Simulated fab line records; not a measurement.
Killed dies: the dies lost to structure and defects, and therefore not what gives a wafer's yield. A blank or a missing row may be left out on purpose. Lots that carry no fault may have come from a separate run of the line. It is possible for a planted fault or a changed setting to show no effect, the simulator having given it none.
The tool behind it: which one? | flow nand_harc | 14 lots with 42 wafers sampled at 2 steps, on a route of 1302 steps

== WHAT EACH GAUGE READ, for each wafer ==
NHARC_P_CONTACT_OVL_MEAS_13. Usual: overlay_x_nm 0.2 nm, standard deviation 0.9; overlay_y_nm 0.2 nm, standard deviation 0.74.
lot  | measured     | on         | overlay_x_nm (nm) | overlay_y_nm (nm) | flag
L924 | day 5 21:08  | overlay-01 | 0.1 -0.5 0.8      | -0.2 -0.8 -0.8    |
L926 | day 6 13:23  | overlay-02 | -1.0 -0.8 -0.8    | 0.4 0.1 0.1       |
L925 | day 6 14:00  | overlay-02 | -2.0 -2.0 -1.3    | -0.3 -0.9 -0.7    |
L928 | day 7 12:36  | overlay-01 | 0.3 0.5 0.5       | 1.1 0.7 0.8       |
L929 | day 7 21:11  | overlay-01 | -0.1 0.2 0.0      | 1.0 1.4 1.1       |
L931 | day 9 00:43  | overlay-01 | -0.5 -0.4 -0.8    | 0.8 0.5 1.0       |
L933 | day 9 15:41  | overlay-01 | 1.9 1.7 1.4       | 0.2 0.6 0.4       |
L939 | day 12 02:44 | overlay-01 | 1.0 0.8 0.9       | 0.9 1.1 1.4       |
L940 | day 12 15:46 | overlay-02 | 0.5 0.2 0.4       | 1.2 1.4 1.3       |
L941 | day 13 05:04 | overlay-02 | -0.8 -1.0 -0.8    | -0.9 -0.6 0.0     |
L942 | day 13 06:01 | overlay-01 | 0.3 0.7 0.6       | -0.9 -0.4 -0.8    |
L944 | day 14 04:14 | overlay-02 | -0.4 -1.0 -0.8    | 0.9 0.3 1.0       |
L945 | day 14 16:53 | overlay-02 | -0.4 -0.8 -0.5    | 0.9 0.0 0.4       |
L946 | day 15 07:43 | overlay-01 | -0.5 -0.1 0.1     | 1.2 0.3 1.4       |

== EACH LOT AND THE TOOL THAT RAN IT (in order: tool; ch and the chambers of the sampled wafers; start) ==
lot  | NHARC_P_CONTACT_DEP_00
L924 | pecvd-04 ch 0,1,2, day 5 21:08 or earlier
L926 | pecvd-04 ch 1,2, day 6 13:23 or earlier
L925 | pecvd-04 ch 0,1,2, day 6 14:00 or earlier
L928 | pecvd-04 ch 0,2, day 7 12:36 or earlier
L929 | pecvd-04 ch 0,1, day 7 21:11 or earlier
L931 | pecvd-02 ch 0,1, day 9 00:43 or earlier
L933 | pecvd-02 ch 0,1, day 9 15:41 or earlier
L939 | pecvd-04 ch 0,1, day 12 02:44 or earlier
L940 | pecvd-02 ch 0,1, day 12 15:46 or earlier
L941 | pecvd-02 ch 1,2, day 13 05:04 or earlier
L942 | pecvd-01 ch 0,1, day 13 06:01 or earlier
L944 | pecvd-04 ch 0,1,2, day 14 04:14 or earlier
L945 | pecvd-01 ch 0,2, day 14 16:53 or earlier
L946 | pecvd-04 ch 0,1,2, day 15 07:43 or earlier
- NHARC_P_CONTACT_DEP_00: deposits SiO2, target thk 500 nm.

== AS READ BY THE TOOLS THEMSELVES (means over the sampled wafers that have a number; for cases with no such wafer, the mark the record gives instead) ==
NHARC_P_CONTACT_DEP_00. Usual: heater_power_w 553 W, standard deviation 130; throttle_valve_pct 16.2 %, standard deviation 0.74.
lot  | tool     | heater_power_w (W) | throttle_valve_pct (%) | flag
L924 | pecvd-04 | 652                | 16.2                   |
L926 | pecvd-04 | 610                | 16.5                   |
L925 | pecvd-04 | 645                | 16.5                   |
L928 | pecvd-04 | 628                | 16.1                   |
L929 | pecvd-04 | 580                | 15.9                   |
L931 | pecvd-02 | 466                | 15.8                   |
L933 | pecvd-02 | 424                | 16.1                   |
L939 | pecvd-04 | 522                | 15.9                   |
L940 | pecvd-02 | 470                | 15.8                   |
L941 | pecvd-02 | 473                | 15.5                   |
L942 | pecvd-01 | 615                | 15.7                   |
L944 | pecvd-04 | 607                | 16.3                   |
L945 | pecvd-01 | 552                | 15.7                   |
L946 | pecvd-04 | 533                | 16.3                   |

== THE ANSWER, worked out from the rows above alone ==
Rule: lot off if the mean of its wafers having a number is beyond 3 standard deviations from the usual mean. A lot without any number at a reading at which 4 lots or more have one is off too. The other lots that the step has rows for count as sound. After the gauges, taken in route order, come the tools' own readings; for these a lot's mean is taken, as printed above. The first step at which some lot is off is used, and at that step the reading that is off furthest; a lot without a number counts as furthest.
Nothing can be told from this: no lot is off at any reading shown.

== WHAT THE SIMULATOR HAD INSERTED ==
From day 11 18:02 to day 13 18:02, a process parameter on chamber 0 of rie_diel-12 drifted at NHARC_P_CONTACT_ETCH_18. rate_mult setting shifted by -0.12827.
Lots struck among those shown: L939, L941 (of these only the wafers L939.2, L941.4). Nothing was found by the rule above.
